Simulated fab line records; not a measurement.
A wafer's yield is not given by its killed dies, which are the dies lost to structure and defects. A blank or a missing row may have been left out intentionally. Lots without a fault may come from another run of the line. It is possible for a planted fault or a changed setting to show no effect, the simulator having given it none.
Code-filled problem report in 8D (eight disciplines) form -- flow n5 finfet -- the parts of the form that need people (team, actions taken, sign-off) are left out

== 1. WHAT IS WRONG ==
M9_ILD_THK at N5_BEOL_M9_THK_MEAS_01 reads a mean of 302 nm on 3 wafers of 2 lots; wafers without a fault read 269 nm with a standard deviation of 3.8. That is +8.6 standard deviations from the usual mean.
Earliest sighting: wafer L350.6 on film metro-02 at day 13 04:23. The record has a number at this step for 27 wafers belonging to 9 lots. By rule, "out" or "out of limits" means more than 4 standard deviations away from the usual mean. The rest of the wafers with a number are treated as sound.

== 2. WHAT THIS IS AND IS NOT ==
question,is,is not
which readings at this step,M9_ILD_THK,-
which lots,"L350, L352","L339, L340, L343, L344, L346, L347, L358"
which wafers of those lots,"L350.6, L352.4, L352.5","L350.1, L350.3, L352.1"
read on which gauges,"film metro-01, film metro-02",-
when,from day 13 04:23,"up to then (20 sound wafers); but 4 sound wafers of L352, L358 came after"

== 3. SUSPECTS, AND WHAT RULES EACH OUT ==
Counting: a tool at a process step up to the reading stays a suspect if it ran every lot that is out. Sound lots after the first of them don't rule it out here, since some wafers of a struck lot are sound.
- the gauge at N5_BEOL_M9_THK_MEAS_01 is ruled out. The wafers that are out were read on 2 gauges (film metro-01, film metro-02).
- rie diel-02 at N5_BEOL_M8_ETCH_66 (etches SOC in N2/H2, target depth 80 nm, overetch 16 nm, time 120 s): kept. Every lot that is out went through it, the first being L350 (day 13 01:13); the last sound lot it ran before that was L347 (day 11 21:19).
- rie diel-02 at N5_BEOL_M8_VIA_ETCH_34 (etches SiCOH lowk in C4F6/O2, target depth 125.5 nm, time 50.5 s): kept. Every lot that is out went through it, the first being L350 (day 13 01:19); the last sound lot it ran before that was L347 (day 11 21:25).
- rie diel-02 at N5_BEOL_M8_STRIP_36 (strips in N2/H2): kept. Every lot that is out went through it, the first being L350 (day 13 01:22); the last sound lot it ran before that was L347 (day 11 21:28).
- pecvd-04 at N5_BEOL_M9_ILD_DEP_00 (deposits SiCOH lowk from DEMS/porogen, target thk 308.51 nm, time 58 s): kept. Every lot that is out went through it, the first being L350 (day 13 03:48); the last sound lot it ran before that was L347 (day 12 00:34).
Left after counting: rie diel-02 at N5_BEOL_M8_ETCH_66, rie diel-02 at N5_BEOL_M8_VIA_ETCH_34, rie diel-02 at N5_BEOL_M8_STRIP_36, pecvd-04 at N5_BEOL_M9_ILD_DEP_00.

== 4. THE CAUSE (what the simulator had put in) ==
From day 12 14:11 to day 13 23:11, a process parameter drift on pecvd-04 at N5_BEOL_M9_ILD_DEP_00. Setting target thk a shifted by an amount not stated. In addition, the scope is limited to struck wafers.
After counting, 4 suspects remain, this tool included.

== 5. THE EFFECT CHAIN, in route order ==
Each row: a reading where the mean over the struck wafers with a number is more than 3 standard deviations away from the usual. Only readings whose record carries a usual standard deviation are examined. hours: median over the lots of the time between each lot's start at the first step of this table that gives one and its start at this step. sigmas: the change, counted in usual standard deviations.
hours,step,reading,usual,on struck wafers,change,sigmas
0,N5_BEOL_M9_THK_MEAS_01,M9_ILD_THK,269 nm,302,+33,+8.6

== 6. WHAT WOULD HAVE CAUGHT IT SOONER ==
The first out-of-limits reading at a measuring or inspecting step in this record came at day 13 04:23, 14 hours after the fault's start at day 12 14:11.
Of the tool readings at N5_BEOL_M9_ILD_DEP_00 for which the record gives a usual standard deviation, none was out on any struck wafer, so an alarm limit of 4 standard deviations on them would not have fired.
Of the lots that are out (2), L352 began N5_BEOL_M9_ILD_DEP_00 on pecvd-04 after day 13 04:23. A hold on the tool at that time would have spared it.
